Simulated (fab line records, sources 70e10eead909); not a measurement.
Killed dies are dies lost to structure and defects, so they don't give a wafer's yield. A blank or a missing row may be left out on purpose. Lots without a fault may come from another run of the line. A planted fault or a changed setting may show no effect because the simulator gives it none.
Chamber matching | flow nand_harc | NHARC_A_CONTACT_DESCUM_47 on rie_diel-01: 4 sister chambers
The step chemistry O2, time 3 s. 8 wafers are shown with their chamber, then 11 later ones without.

WAFERS WITH THEIR CHAMBER
wafer  | chamber | drypump_motor_current_A (A) | showerhead_plenum_p_Torr (Torr)
L076.1 | 2       | 5.7                         | 1.84
L078.4 | 2       | 5.7                         | 1.84
L080.1 | 3       | 5.4                         | 1.87
L082.4 | 1       | 6.3                         | 1.92
L082.5 | 3       | 5.4                         | 1.86
L088.4 | 1       | 6.4                         | 1.92
L088.6 | 0       | 5.0                         | 1.90
L089.1 | 0       | 5.0                         | 1.90

WAFERS WITHOUT THEIR CHAMBER
wafer  | drypump_motor_current_A (A) | showerhead_plenum_p_Torr (Torr)
L089.3 | 6.4                         | 1.91
L089.6 | 5.4                         | 1.86
L093.1 | 5.0                         | 1.89
L093.3 | 5.7                         | 1.84
L093.4 | 6.4                         | 1.91
L096.2 | 6.4                         | 1.91
L096.4 | 5.4                         | 1.86
L096.6 | 6.4                         | 1.91
L095.1 | 5.7                         | 1.84
L095.2 | 5.4                         | 1.86
L095.3 | 6.3                         | 1.91

WHICH CHAMBER EACH WENT THROUGH
wafer  | from the rows above | in truth
L089.3 | 1                   | 1
L089.6 | 3                   | 3
L093.1 | 0                   | 0
L093.3 | 2                   | 2
L093.4 | 1                   | 1
L096.2 | 1                   | 1
L096.4 | 3                   | 3
L096.6 | 1                   | 1
L095.1 | 2                   | 2
L095.2 | 3                   | 3
L095.3 | 1                   | 1
Placed correctly: 11 of 11. Can't be placed from these rows: 0. Placed wrongly: 0.
How it was worked out, from the rows above alone: a wafer's distance from a chamber is the root of the sum, over the readings, of the square of ((its reading less the chamber's mean) divided by the reading's scatter). The wafer belongs to the nearest chamber; if the next one is less than 2 further off, it can't be placed. A chamber's mean is the mean of its shown wafers. The scatter: the root of (the sum of the squares of (reading less its chamber's mean) over the shown wafers, divided by (wafers less chambers)).
